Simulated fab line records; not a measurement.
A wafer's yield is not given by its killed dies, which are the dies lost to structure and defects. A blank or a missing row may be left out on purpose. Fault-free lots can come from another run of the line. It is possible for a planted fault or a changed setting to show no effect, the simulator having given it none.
A struck lot beside a sound one | flow nand harc | 14 steps out of a route of 1302
Sound: wafers L408.1, L408.3, L408.6. The struck wafers were L417.2, L417.4, L417.6. At the end, the cause is stated.
Order at every step that has rows: each side's tool, ch and its chambers, its first start. Under that, the readings that differ: sound wafers | struck wafers | difference of the means | sigmas: that difference in standard deviations of wafers without a fault.
alike: words and numbers the same on both sides, and readings whose means are apart by under 2 such deviations; not compared: readings that were withheld, readings missing a value for some wafer, numbers with overlapping values and no deviation given by the record, and bounds like >300 which may hide the same value.
A row with sigmas, a row that says differs or no value, or rows on one side alone: a step with any of these is where the two part. Numbers that don't overlap but have no deviation are shown without sigmas and don't part them. A reading that every wafer of one side lacks parts them only if that side has two wafers or more.

NHARC_A_WL_FILL_STRIP_27: strips in N2/H2, time 20 s.
  sound on plasma asher-01 ch 0,1, day 23 18:10; struck on plasma asher-01 ch 0,1, day 26 17:33
  reading             | sound          | struck | difference                    | sigmas
  rf refl power W (W) | 20.8 20.4 19.3 | - - -  | no value on the struck wafers |
  alike: drypump motor current A, heater power w
  not compared: rf hours counter h
then, 5 steps without rows for these wafers: NHARC_A_WL_FILL_STRIP_28 (strips in post etch residue remover, time 1200 s); NHARC_A_WL_FILL_PRECLEAN_06 (cleans in DIW, time 300 s); NHARC_A_WL_FILL_SRD_07; NHARC_A_WL_FILL_ANNEAL_08 (time 1800 s); NHARC_A_WL_FILL_ALD_10 (deposits SiO2, target thk 50 nm, pulse time 10 s, ald cycles 500).
NHARC_A_WL_FILL_ETCHBACK_16: etches the open film in C4F8/O2/Ar, target depth 120 nm, time 24 s.
  sound: rie diel-04 ch 0,1; struck: rie diel-03 ch 0,1
  reading               | sound             | struck            | difference | sigmas
  oes product au (a.u.) | 1.009 0.991 1.005 | 0.921 0.926 0.924 | -0.078     | -3
  alike: rf vpp V
  not compared: rf hours counter h
NHARC_A_WL_FILL_STRIP_29: strips in O2, time 20 s.
  sound on rie diel-04 ch 0,2, day 24 04:59; struck on rie diel-03 ch 1,3, day 27 00:57
  alike: drypump motor current A, oes product au, rf vpp V, showerhead plenum p Torr, throttle valve pct
  not compared: rf hours counter h
NHARC_A_WL_FILL_ETCHBACK_17: etches the open film in Cl2/BCl3, target depth 4 nm, time 26.7 s.
  sound on rie metal-03 ch 0, day 24 05:04; struck on rie metal-03 ch 0,1, day 27 01:03
  alike: drypump motor current A, oes product au
  not compared: rf hours counter h
then, 2 steps without rows for these wafers: NHARC_A_WL_FILL_PRECLEAN_18 (cleans in dHF, time 30 s); NHARC_A_WL_FILL_SRD_21.
NHARC_A_WL_FILL_CVD_23: deposits poly-Si, target thk 40 nm, time 800 s.
  struck on lpcvd poly-03, day 27 03:35; sound on lpcvd poly-03 ch 0, day 24 07:38
  no value came back on the struck wafers for pressure mtorr (mTorr), run length s (s), spike tc centre C (C); on the sound wafers pressure mtorr (mTorr) reads 200.1 200.2 200.1
NHARC_A_WL_FILL_ETCHBACK_26: etches the open film in HBr, target depth 52 nm, time 13.3 s.
  sound on rie si-03 ch 0,2, day 24 10:11; struck on rie si-03 ch 0,3, day 27 06:11
  alike: drypump motor current A, oes product au, throttle valve pct
  not compared: rf hours counter h
following that, these wafers have no rows for 1 step: NHARC_END_SORT_01.

WHERE THEY PART
At NHARC_A_WL_FILL_STRIP_27 first; at NHARC_A_WL_FILL_CVD_23 last (within this record only). Later steps at which nothing parts them and some readings are alike: NHARC_A_WL_FILL_ETCHBACK_26.

WHY: the cause the simulator had injected
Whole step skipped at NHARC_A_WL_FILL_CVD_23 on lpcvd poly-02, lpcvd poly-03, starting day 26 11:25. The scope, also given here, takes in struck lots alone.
